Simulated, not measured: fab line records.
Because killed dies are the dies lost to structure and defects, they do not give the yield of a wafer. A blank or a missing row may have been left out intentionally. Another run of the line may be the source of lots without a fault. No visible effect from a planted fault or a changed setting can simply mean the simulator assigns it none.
fab line records -- flow n5-finfet
[record] lots = 7, wafers = 39
route steps=1938 shown WELL_APT@26 SD_EPI_N@292 HKMG_FIN@456 BEOL_M0@736 BEOL_M2@882 BEOL_M3@1000 BEOL_M5@1112 BEOL_M6@1233 BEOL_M9@1461 BEOL_M12@1637 BEOL_M13@1696 PASSIVATION@1923
start-h: the number of hours between the record's first day and the start of the first shown wafer of the lot -- wait-h: hours elapsed since this lot's preceding step -- " identical to the entry in the row above -- L1.1+2: a row that stands for several wafers -- - no value, or no start was given -- * or withheld: withheld -- < > ~ a bound
route shown NAME@n: a module of which the file shows steps, and the number in the route of the first -- usual: mean/standard deviation of fault-free wafers -- same: alike in all rows -- chamber/n: place in a boat -- sites: the reading at each site -- _std_site: their standard deviation -- _edge_site: inner sites' mean taken away from outer sites' mean -- radius-mm: how far each site lies from the wafer's centre -- mask NAME#n: copy n -- behind: the last tool/chamber to shape the wafer -- hold: why the lot went on hold/how many hours it stayed there/how the hold came to an end -- device: the transistor (n, p or np) that didn't switch -- end of line: tests of these same wafers at the route's end -- a step given without rows: its recipe and nothing more -- killed: count of dies lost to structure and defects at first sort (not the wafer's yield) -- map: dies across one wafer; x = killed, . = not, _ = none there
set.NAME: the setting as run; set.NAME@STEP: as run at that earlier step -- model.NAME: the simulator's own value behind a step, which no gauge read
lots with deliberately changed settings; one table per step, one row per wafer
[[steps]]
[step N5_WELL_APT_DEVELOP_07]
[recipe] develop-time-s = 45, rinse-liquid = surfactant-rinse, dry = air-spin, dev-temp-c = 21
[step N5_SD_EPI_N_PRECLEAN_49]
[recipe] chemistry = NF3:NH3, afs-cycles = 1, temp-c = 30, time-s = 20, sublimation-temp-c = 180, sublimation-time-s = 60, pressure-torr = 3, rf-power-w = 30
[step N5_HKMG_FIN_ALD_21]
[recipe] material = TiN, target-thk-a = 15, temp-c = 400, ald-precursor-family = TiCl4, ald-co-reactant = NH3, pulse-time-s = 1, purge-time-s = 3, co-reactant-purge-time-s = 2, co-reactant-pulse-time-s = 2, ald-cycles = 68, pressure-torr = 3
[step N5_BEOL_M0_SPUTTER_132]
[recipe] material = Cu, target-thk-a = 40, temp-c = -20, chamber-pressure-pa = 0.07, power-w = withheld, time-s = 7.37
[step N5_BEOL_M2_ALD_98]
[recipe] material = SiO2, target-thk-a = 25, temp-c = 100, ald-precursor-family = BDEAS, ald-co-reactant = O2-plasma, pulse-time-s = 1, co-reactant-pulse-time-s = 1, purge-time-s = 2, co-reactant-purge-time-s = 2, ald-cycles = 17, pressure-torr = 2
[step N5_BEOL_M3_SPUTTER_86]
[recipe] material = Cu, target-thk-a = 45, temp-c = -20, chamber-pressure-pa = 0.07, power-w = withheld, time-s = 8.29
[step N5_BEOL_M5_ILD_DEP_00]
[recipe] material = SiCOH_lowk, target-thk-a = 1406.4, temp-c = 300, precursor = DEMS/porogen, pressure-torr = 5, rf-w = 500, time-s = 25.9
[step N5_BEOL_M6_ETCH_66]
[recipe] chemistry = N2/H2, target = SOC, target-depth-a = 800, overetch-a = 160, mask-material = SiARC, temp-c = 40, time-s = 120, ion-energy-ev = 200, pressure-mtorr = 30, source-w = 840, bias-w = 150, n2-flow-sccm = 200, h2-flow-sccm = 200
[step N5_BEOL_M9_SPUTTER_48]
[recipe] material = Cu, target-thk-a = 120, temp-c = -20, bias-v = 60, power-w = 26000, chamber-pressure-pa = 0.13, time-s = 2
[step N5_BEOL_M12_ETCH_68]
[recipe] chemistry = N2/H2, target = SOC, mask-material = SiARC, source-w = 3000, bias-w = 350, temp-c = 40, time-s = 285, ion-energy-ev = 200, pressure-mtorr = 30, n2-flow-sccm = 200, h2-flow-sccm = 200
[step N5_BEOL_M13_TRENCH_ETCH_34]
[recipe] chemistry = C4F8/O2/Ar, target = SiOC, target-depth-a = 4134.7, mask-material = SOC, pressure-mtorr = 30, source-w = 3000, bias-w = 700, Ar_flow_sccm = 400, C4F8_flow_sccm = 15, O2_flow_sccm = 8, he-inner-torr = 15, he-outer-torr = 30, time-s = 162.6, ion-energy-ev = 250
[step N5_PASSIVATION_DEVELOP_43]
[recipe] develop-time-s = 60, rinse-liquid = diw, dry = air-spin, dev-temp-c = 21
[step N5_PASSIVATION_PROBE_49]
[usual] sort_bin_5_function = 5.1/0.95
lot.wafer,tool,chamber,start-h,wait-h,set.develop-time-s@WELL_APT_DEVELOP_07,set.time-s@SD_EPI_N_PRECLEAN_49,set.ald-cycles@HKMG_FIN_ALD_21,set.time-s@BEOL_M0_SPUTTER_132,set.ald-cycles@BEOL_M2_ALD_98,set.time-s@BEOL_M3_SPUTTER_86,set.time-s@BEOL_M5_ILD_DEP_00,set.target-depth-a@BEOL_M6_ETCH_66,set.target-thk-a@BEOL_M9_SPUTTER_48,set.target-depth-a@BEOL_M12_ETCH_68,set.time-s@BEOL_M13_TRENCH_ETCH_34,set.develop-time-s@PASSIVATION_DEVELOP_43,sort_bin_5_function[%]
L074.1,prober-01,-,271.41,0.0,66.88,30.31,68,7.37,17,8.29,16.49,800,68.26,5700,162.6,60,8.6
L074.2,prober-01,-,271.46,0.1,45,20,68,7.37,22,8.29,16.49,1034,120,5700,162.6,60,5.3
L074.3,prober-01,-,271.51,0.1,66.88,20,109,8.94,17,8.29,16.49,1034,68.26,5700,245.3,60,9.1
L074.4,prober-01,-,271.56,0.2,66.88,30.31,109,8.94,22,8.29,25.9,1034,68.26,5700,245.3,60,7.4
L074.5,prober-01,-,271.61,0.2,45,20,68,8.94,22,8.29,25.9,800,120,5700,162.6,60,6.4
L074.6,prober-01,-,271.66,0.3,45,30.31,109,7.37,17,8.29,25.9,800,120,5700,245.3,60,4.5
L078.1,prober-01,-,289.41,0.0,45,20,103,7.37,17,8.29,25.9,800,120,2910,162.6,60,4.9
L078.2,prober-01,-,289.46,0.1,45,20,68,7.37,17,8.29,25.9,800,68.33,5700,76.35,41.68,8.5
L078.3,prober-01,-,289.51,0.1,45,20,68,7.37,17,8.29,25.9,800,68.33,2910,162.6,60,9.2
L078.4,prober-01,-,289.56,0.2,64.22,20,103,7.37,17,8.29,25.9,800,120,2910,76.35,41.68,3.4
L078.5,prober-01,-,289.61,0.2,64.22,20,103,7.37,17,8.29,25.9,800,68.33,5700,162.6,41.68,7.9
L078.6,prober-01,-,289.66,0.3,64.22,20,68,7.37,17,8.29,25.9,800,120,5700,76.35,60,4.0
L085.1,prober-02,-,337.26,0.0,45,20,68,7.37,17,8.29,25.9,1280,120,5700,134.9,71.11,4.3
L085.2,prober-02,-,337.31,0.1,19.55,20,68,7.37,12,8.29,14.89,800,120,5700,134.9,71.11,5.8
L085.3,prober-02,-,337.36,0.1,19.55,31.48,68,7.37,17,8.29,14.89,800,120,5700,134.9,60,4.6
L085.4,prober-02,-,337.41,0.2,45,31.48,68,7.37,12,8.29,25.9,800,120,5700,162.6,60,5.3
L085.5,prober-02,-,337.46,0.2,19.55,20,68,7.37,12,8.29,25.9,1280,120,5700,162.6,60,4.9
L085.6,prober-02,-,337.51,0.3,45,31.48,68,7.37,17,8.29,14.89,1280,120,5700,162.6,71.11,3.8
L088.3,prober-02,-,361.07,0.1,45,20,68,7.37,17,8.29,25.9,800,120,5700,162.6,60,5.2
L088.5,prober-02,-,361.17,0.2,45,20,68,7.37,17,8.29,25.9,800,120,5700,162.6,60,3.4
L088.6,prober-02,-,361.22,0.3,45,20,68,7.37,17,8.29,25.9,800,120,5700,162.6,60,4.3
L089.1,prober-01,-,368.62,0.0,45,20,68,3.043,25,8.29,25.9,1165,120,5700,246,60,6.3
L089.2,prober-01,-,368.67,0.1,45,20,103,7.37,17,8.29,25.9,1165,157.5,5700,162.6,33.01,5.3
L089.3,prober-01,-,368.72,0.1,45,20,103,3.043,25,4.664,25.9,1165,157.5,5700,246,60,3.6
L089.4,prober-01,-,368.77,0.2,66.47,20,68,7.37,17,8.29,25.9,800,120,5700,162.6,33.01,4.0
L089.5,prober-01,-,368.82,0.2,66.47,20,103,3.043,17,4.664,25.9,800,157.5,5700,246,33.01,4.9
L089.6,prober-01,-,368.87,0.3,66.47,20,68,7.37,25,4.664,25.9,800,120,5700,162.6,60,4.7
L090.1,prober-02,-,371.73,0.0,35.15,24.4,68,11.05,17,8.29,30.4,800,120,5700,162.6,33.62,4.1
L090.2,prober-02,-,371.78,0.1,35.15,20,68,11.05,17,4.044,30.4,800,59.2,6861,162.6,60,10.3
L090.3,prober-02,-,371.83,0.1,45,20,29,7.37,17,4.044,30.4,1146,120,6861,162.6,33.62,5.6
L090.4,prober-02,-,371.88,0.2,45,24.4,68,7.37,17,8.29,25.9,1146,59.2,6861,162.6,33.62,9.2
L090.5,prober-02,-,371.93,0.2,45,24.4,29,11.05,17,4.044,25.9,1146,120,5700,162.6,60,3.1
L090.6,prober-02,-,371.98,0.3,35.15,20,29,7.37,17,8.29,25.9,800,59.2,5700,162.6,60,10.7
L095.1,prober-02,-,400.44,0.0,45,20,68,7.37,25,5.773,25.9,1050,120,6564,126.8,60,5.4
L095.2,prober-02,-,400.49,0.1,45,20,68,4.707,17,5.773,19.6,1050,120,6564,162.6,69.01,4.4
L095.3,prober-02,-,400.54,0.1,45,20,68,7.37,25,5.773,19.6,800,157,5700,126.8,69.01,4.0
L095.4,prober-02,-,400.59,0.2,45,20,68,4.707,17,8.29,25.9,1050,157,5700,162.6,60,4.6
L095.5,prober-02,-,400.64,0.2,45,20,68,4.707,25,8.29,25.9,800,120,5700,126.8,69.01,6.2
L095.6,prober-02,-,400.69,0.3,45,20,68,7.37,17,8.29,19.6,800,157,6564,162.6,60,5.9
// killed by level:class
L074.1 BEOL_M9:interface-void-opened=64 BEOL_M5:area-dep=35 BEOL_M2:geometric-particle:open=11 BEOL_M0_SAQP:geometric-particle:short=10 BEOL_M3:geometric-particle:open=10 STI_FIN_REVEAL:geometric-particle:open=9 MOL_CONTACT_COAG:geometric-particle:open=8 BEOL_M0_SAQP:geometric-particle:open=8
L074.2 BEOL_M5:area-dep=93 BEOL_M0_SAQP:geometric-particle:open=14 STI_FIN_REVEAL:geometric-particle:open=11 BEOL_M0_SAQP:geometric-particle:short=8 BEOL_M4:geometric-particle:open=7 PASS1_CAP:geometric-particle:short=6 BEOL_M2:geometric-particle:open=5 MOL_CONTACT_COAG:geometric-particle:open=5
L074.3 BEOL_M5:area-dep=87 BEOL_M9:interface-void-opened=56 STI_FIN_REVEAL:geometric-particle:open=14 FIN_SAQP:geometric-particle:short=7 MOL_CONTACT_COAG:geometric-particle:open=7 BEOL_M3:geometric-particle:open=7 FIN_SAQP:geometric-particle:open=6 GATE_CUT:geometric-particle:short=6
L074.4 BEOL_M9:interface-void-opened=63 BEOL_M0_SAQP:geometric-particle:short=14 STI_FIN_REVEAL:geometric-particle:open=7 GATE_CUT:geometric-particle:short=5 BEOL_M0_SAQP:geometric-particle:open=4 BEOL_M1:geometric-particle:open=4 STARTING-WAFER:geometric-particle:open=4 FIN_SAQP:geometric-particle:short=3
L074.5 STI_FIN_REVEAL:geometric-particle:open=14 FIN_SAQP:geometric-particle:open=11 MOL_CONTACT_COAG:geometric-particle:open=10 STARTING-WAFER:geometric-particle:open=6 BEOL_M7:geometric-particle:open=6 STI_FIN_REVEAL:geometric-particle:short=5 BEOL_M4:geometric-particle:open=5 STARTING-WAFER:geometric-particle:short=5
L074.6 STI_FIN_REVEAL:geometric-particle:open=23 STI_FIN_REVEAL:geometric-particle:short=7 DUMMY_GATE:geometric-particle:open=5 MOL_CONTACT_COAG:geometric-particle:open=5 BEOL_M0_SAQP:geometric-particle:short=5 BEOL_M0:geometric-particle:open=4 GATE_CUT:geometric-particle:short=3 GATE_CUT:geometric-particle:open=3
L078.1 MOL_CONTACT_COAG:geometric-particle:open=20 BEOL_M4:geometric-particle:open=7 STI_FIN_REVEAL:geometric-particle:open=6 MOL_CONTACT_COAG:geometric-particle:short=6 BEOL_M2:geometric-particle:open=6 DUMMY_GATE:geometric-particle:open=5 BEOL_M3:geometric-particle:short=5 BEOL_M0_SAQP:geometric-particle:short=4
L078.2 BEOL_M13:area-ecd=190 BEOL_M9:interface-void-opened=64 FIN_SAQP:geometric-particle:open=9 BEOL_M0_SAQP:geometric-particle:open=9 STI_FIN_REVEAL:geometric-particle:open=7 FIN_SAQP:geometric-particle:short=6 MOL_CONTACT_COAG:geometric-particle:open=6 BEOL_M1:geometric-particle:open=6
L078.3 BEOL_M9:interface-void-opened=53 MOL_CONTACT_COAG:geometric-particle:open=17 STI_FIN_REVEAL:geometric-particle:open=16 BEOL_M0_SAQP:geometric-particle:open=8 BEOL_M0_SAQP:geometric-particle:short=8 FIN_SAQP:geometric-particle:short=7 MOL_CONTACT_COAG:geometric-particle:short=6 BEOL_M4:geometric-particle:open=6
L078.4 BEOL_M13:area-ecd=263 MOL_CONTACT_COAG:geometric-particle:open=12 FIN_SAQP:geometric-particle:open=8 BEOL_M1:geometric-particle:open=7 BEOL_M4:geometric-particle:open=5 BEOL_M3:geometric-particle:short=4 STI_FIN_REVEAL:geometric-particle:open=3 MOL_CONTACT_COAG:geometric-particle:short=3
L078.5 BEOL_M9:interface-void-opened=71 BEOL_M0_SAQP:geometric-particle:open=8 BEOL_M4:geometric-particle:open=8 STI_FIN_REVEAL:geometric-particle:open=7 MOL_CONTACT_COAG:geometric-particle:open=7 BEOL_M2:geometric-particle:open=6 BEOL_M0_SAQP:geometric-particle:short=5 FIN_SAQP:geometric-particle:short=3
L078.6 BEOL_M13:area-ecd=262 FIN_SAQP:geometric-particle:open=10 MOL_CONTACT_COAG:geometric-particle:open=10 STI_FIN_REVEAL:geometric-particle:open=7 BEOL_M2:geometric-particle:open=6 BEOL_M4:geometric-particle:open=6 MOL_CONTACT_COAG:geometric-particle:short=5 FIN_SAQP:geometric-particle:short=3
L085.1 BEOL_M2:geometric-particle:open=9 STI_FIN_REVEAL:geometric-particle:open=8 FIN_SAQP:geometric-particle:short=6 MOL_CONTACT_COAG:geometric-particle:open=6 FIN_SAQP:geometric-particle:open=5 BEOL_M5:geometric-particle:open=5 DUMMY_GATE:geometric-particle:open=4 BEOL_M3:geometric-particle:short=4
L085.2 BEOL_M5:area-dep=668 FIN_SAQP:geometric-particle:open=16 FIN_SAQP:geometric-particle:short=12 BEOL_M4:geometric-particle:open=10 BEOL_M0_SAQP:geometric-particle:short=7 BEOL_M2:geometric-particle:open=6 STI_FIN_REVEAL:geometric-particle:open=5 DUMMY_GATE:geometric-particle:open=5
L085.3 BEOL_M5:area-dep=816 FIN_SAQP:geometric-particle:short=11 FIN_SAQP:geometric-particle:open=9 BEOL_M2:geometric-particle:open=9 MOL_CONTACT_COAG:geometric-particle:open=8 BEOL_M1:geometric-particle:open=6 BEOL_M4:geometric-particle:open=6 BEOL_M0_SAQP:geometric-particle:short=5
L085.4 FIN_SAQP:geometric-particle:short=17 BEOL_M2:geometric-particle:open=13 FIN_SAQP:geometric-particle:open=11 MOL_CONTACT_COAG:geometric-particle:open=9 BEOL_M0_SAQP:geometric-particle:open=5 BEOL_M1:geometric-particle:open=5 BEOL_M4:geometric-particle:open=5 STARTING-WAFER:geometric-particle:short=5
L085.5 STI_FIN_REVEAL:geometric-particle:open=19 FIN_SAQP:geometric-particle:open=9 BEOL_M0_SAQP:geometric-particle:open=9 BEOL_M2:geometric-particle:open=9 MOL_CONTACT_COAG:geometric-particle:open=7 BEOL_M1:geometric-particle:open=6 GATE_CUT:geometric-particle:open=5 FIN_SAQP:geometric-particle:short=4
L085.6 BEOL_M5:area-dep=502 STI_FIN_REVEAL:geometric-particle:open=8 FIN_SAQP:geometric-particle:open=7 BEOL_M2:geometric-particle:open=6 BEOL_M0:geometric-particle:open=5 BEOL_M1:geometric-particle:open=5 GATE_CUT:geometric-particle:short=4 BEOL_M0_SAQP:geometric-particle:open=4
L088.3 MOL_CONTACT_COAG:geometric-particle:open=16 FIN_SAQP:geometric-particle:open=9 BEOL_M3:geometric-particle:open=9 BEOL_M4:geometric-particle:open=9 BEOL_M0_SAQP:geometric-particle:short=6 FIN_SAQP:geometric-particle:short=5 STI_FIN_REVEAL:geometric-particle:open=5 DUMMY_GATE:geometric-particle:open=5
L088.5 MOL_CONTACT_COAG:geometric-particle:open=8 FIN_SAQP:geometric-particle:open=7 FIN_SAQP:geometric-particle:short=6 STI_FIN_REVEAL:geometric-particle:open=6 BEOL_M0_SAQP:geometric-particle:open=6 BEOL_M1:geometric-particle:open=5 STARTING-WAFER:geometric-particle:short=5 DUMMY_GATE:geometric-particle:open=4
L088.6 STI_FIN_REVEAL:geometric-particle:open=8 BEOL_M1:geometric-particle:open=8 MOL_CONTACT_COAG:geometric-particle:short=6 MOL_CONTACT_COAG:geometric-particle:open=6 STARTING-WAFER:geometric-particle:open=6 BEOL_M2:geometric-particle:open=5 BEOL_M3:geometric-particle:open=5 FIN_SAQP:geometric-particle:open=4
L089.1 FIN_SAQP:geometric-particle:open=35 STI_FIN_REVEAL:geometric-particle:open=17 FIN_SAQP:geometric-particle:short=11 BEOL_M0:interface-void-opened=10 MOL_CONTACT_COAG:geometric-particle:open=6 BEOL_M2:geometric-particle:open=5 MOL_CONTACT_COAG:geometric-particle:short=4 BEOL_M0_SAQP:geometric-particle:open=4
L089.2 FIN_SAQP:geometric-particle:open=16 FIN_SAQP:geometric-particle:short=14 STI_FIN_REVEAL:geometric-particle:open=11 DUMMY_GATE:geometric-particle:open=5 BEOL_M1:geometric-particle:open=5 STI_FIN_REVEAL:geometric-particle:short=4 BEOL_M2:geometric-particle:open=4 BEOL_M0_SAQP:geometric-particle:short=3
L089.3 FIN_SAQP:geometric-particle:open=11 BEOL_M0:interface-void-opened=11 STI_FIN_REVEAL:geometric-particle:open=6 DUMMY_GATE:geometric-particle:open=6 BEOL_M2:geometric-particle:open=5 MOL_CONTACT_COAG:geometric-particle:open=4 BEOL_M0_SAQP:geometric-particle:short=3 BEOL_M8:geometric-particle:open=3
L089.4 FIN_SAQP:geometric-particle:open=15 MOL_CONTACT_COAG:geometric-particle:open=5 BEOL_M1:geometric-particle:short=5 BEOL_M2:geometric-particle:open=5 BEOL_M4:geometric-particle:open=5 MOL_CONTACT_COAG:geometric-particle:short=4 BEOL_M0:geometric-particle:short=3 STI_FIN_REVEAL:geometric-particle:short=3
L089.5 FIN_SAQP:geometric-particle:open=15 MOL_CONTACT_COAG:geometric-particle:open=11 BEOL_M0:interface-void-opened=11 BEOL_M2:geometric-particle:open=9 FIN_SAQP:geometric-particle:short=7 STI_FIN_REVEAL:geometric-particle:open=5 GATE_CUT:geometric-particle:short=5 BEOL_M0_SAQP:geometric-particle:open=4
L089.6 FIN_SAQP:geometric-particle:open=13 STI_FIN_REVEAL:geometric-particle:open=12 MOL_CONTACT_COAG:geometric-particle:open=8 FIN_SAQP:geometric-particle:short=7 MIM_BOT:geometric-particle:open=4 MOL_CONTACT_COAG:geometric-particle:short=4 BEOL_M1:geometric-particle:open=3 BEOL_M2:geometric-particle:open=3
L090.1 MOL_CONTACT_COAG:geometric-particle:open=15 BEOL_M1:geometric-particle:open=7 BEOL_M4:geometric-particle:open=7 BEOL_M0_SAQP:geometric-particle:short=6 FIN_SAQP:geometric-particle:short=5 BEOL_M2:geometric-particle:open=5 GATE_CUT:geometric-particle:short=4 MOL_CONTACT_COAG:geometric-particle:short=4
L090.2 BEOL_M9:interface-void-opened=106 BEOL_M4:geometric-particle:open=18 MOL_CONTACT_COAG:geometric-particle:open=11 STI_FIN_REVEAL:geometric-particle:open=8 BEOL_M1:geometric-particle:open=8 BEOL_M0_SAQP:geometric-particle:open=7 BEOL_M0_SAQP:geometric-particle:short=6 BEOL_M3:geometric-particle:open=6
L090.3 MOL_CONTACT_COAG:geometric-particle:open=22 FIN_SAQP:geometric-particle:short=9 BEOL_M0_SAQP:geometric-particle:open=9 MOL_CONTACT_COAG:geometric-particle:short=8 BEOL_M1:geometric-particle:open=8 BEOL_M3:geometric-particle:open=8 STI_FIN_REVEAL:geometric-particle:open=6 FIN_SAQP:geometric-particle:open=5
L090.4 BEOL_M9:interface-void-opened=107 MOL_CONTACT_COAG:geometric-particle:open=18 BEOL_M0_SAQP:geometric-particle:short=9 BEOL_M4:geometric-particle:open=6 FIN_SAQP:geometric-particle:short=5 BEOL_M1:geometric-particle:open=5 BEOL_M3:geometric-particle:short=4 GATE_CUT:geometric-particle:short=3
L090.5 FIN_SAQP:geometric-particle:open=7 FIN_SAQP:geometric-particle:short=6 MOL_CONTACT_COAG:geometric-particle:open=6 BEOL_M0_SAQP:geometric-particle:short=5 BEOL_M3:geometric-particle:open=5 STARTING-WAFER:geometric-particle:open=5 BEOL_M0_SAQP:geometric-particle:open=4 BEOL_M4:geometric-particle:open=4
L090.6 BEOL_M9:interface-void-opened=134 MOL_CONTACT_COAG:geometric-particle:open=10 BEOL_M1:geometric-particle:open=8 MOL_CONTACT_COAG:geometric-particle:short=5 FIN_SAQP:geometric-particle:open=4 GATE_CUT:geometric-particle:short=4 BEOL_M4:geometric-particle:open=4 DUMMY_GATE:geometric-particle:open=3
L095.1 BEOL_M0_SAQP:geometric-particle:short=14 BEOL_M0_SAQP:geometric-particle:open=11 FIN_SAQP:geometric-particle:short=8 MOL_CONTACT_COAG:geometric-particle:open=8 BEOL_M4:geometric-particle:open=8 STI_FIN_REVEAL:geometric-particle:open=7 BEOL_M3:geometric-particle:open=7 BEOL_M2:geometric-particle:open=6
L095.2 MOL_CONTACT_COAG:geometric-particle:open=15 BEOL_M0_SAQP:geometric-particle:open=13 BEOL_M0_SAQP:geometric-particle:short=12 BEOL_M4:geometric-particle:open=8 FIN_SAQP:geometric-particle:open=5 BEOL_M1:geometric-particle:open=5 DUMMY_GATE:geometric-particle:open=4 DUMMY_GATE:geometric-particle:short=4
L095.3 MOL_CONTACT_COAG:geometric-particle:open=15 GATE_CUT:geometric-particle:short=8 BEOL_M0_SAQP:geometric-particle:open=7 DUMMY_GATE:geometric-particle:open=6 BEOL_M4:geometric-particle:short=6 BEOL_M4:geometric-particle:open=5 BEOL_M1:geometric-particle:open=4 FIN_SAQP:geometric-particle:short=3
L095.4 BEOL_M0_SAQP:geometric-particle:open=14 BEOL_M0_SAQP:geometric-particle:short=8 MOL_CONTACT_COAG:geometric-particle:open=7 FIN_SAQP:geometric-particle:short=6 GATE_CUT:geometric-particle:short=5 MOL_CONTACT_COAG:geometric-particle:short=5 BEOL_M4:geometric-particle:short=5 BEOL_M4:geometric-particle:open=5
L095.5 MOL_CONTACT_COAG:geometric-particle:open=10 BEOL_M0_SAQP:geometric-particle:open=9 BEOL_M0_SAQP:geometric-particle:short=8 BEOL_M0:geometric-particle:open=7 DUMMY_GATE:geometric-particle:open=5 BEOL_M3:geometric-particle:open=5 FIN_SAQP:geometric-particle:open=4 ILD0:geometric-particle:short=4
L095.6 BEOL_M0_SAQP:geometric-particle:short=17 MOL_CONTACT_COAG:geometric-particle:open=13 BEOL_M0_SAQP:geometric-particle:open=10 FIN_SAQP:geometric-particle:short=7 BEOL_M5:geometric-particle:open=7 BEOL_M1:geometric-particle:short=6 GATE_CUT:geometric-particle:short=5 STI_FIN_REVEAL:geometric-particle:open=4
[[key]]
[split] step = N5_WELL_APT_DEVELOP_07, setting = develop-time-s, stated-as = 45
response none clear
[split] step = N5_SD_EPI_N_PRECLEAN_49, setting = time-s, stated-as = 20
response none clear
[split] step = N5_HKMG_FIN_ALD_21, setting = ald-cycles, stated-as = 68
response none clear
[split] step = N5_BEOL_M0_SPUTTER_132, setting = time-s, stated-as = 7.37
response none clear
[split] step = N5_BEOL_M2_ALD_98, setting = ald-cycles, stated-as = 17
response none clear
[split] step = N5_BEOL_M3_SPUTTER_86, setting = time-s, stated-as = 8.29
response none clear
[split] step = N5_BEOL_M5_ILD_DEP_00, setting = time-s, stated-as = 25.9
response none clear
[split] step = N5_BEOL_M6_ETCH_66, setting = target-depth-a, stated-as = 800
response none clear
[split] step = N5_BEOL_M9_SPUTTER_48, setting = target-thk-a, stated-as = 120
[response] step = N5_PASSIVATION_PROBE_49, reading = sort_bin_5_function, slope = -0.0776, per = 1%, together-with = all, explained = 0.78
[split] step = N5_BEOL_M12_ETCH_68, setting = target-depth-a, stated-as = 5700
response none clear
[split] step = N5_BEOL_M13_TRENCH_ETCH_34, setting = time-s, stated-as = 162.6
response none clear
[split] step = N5_PASSIVATION_DEVELOP_43, setting = develop-time-s, stated-as = 60
response none clear
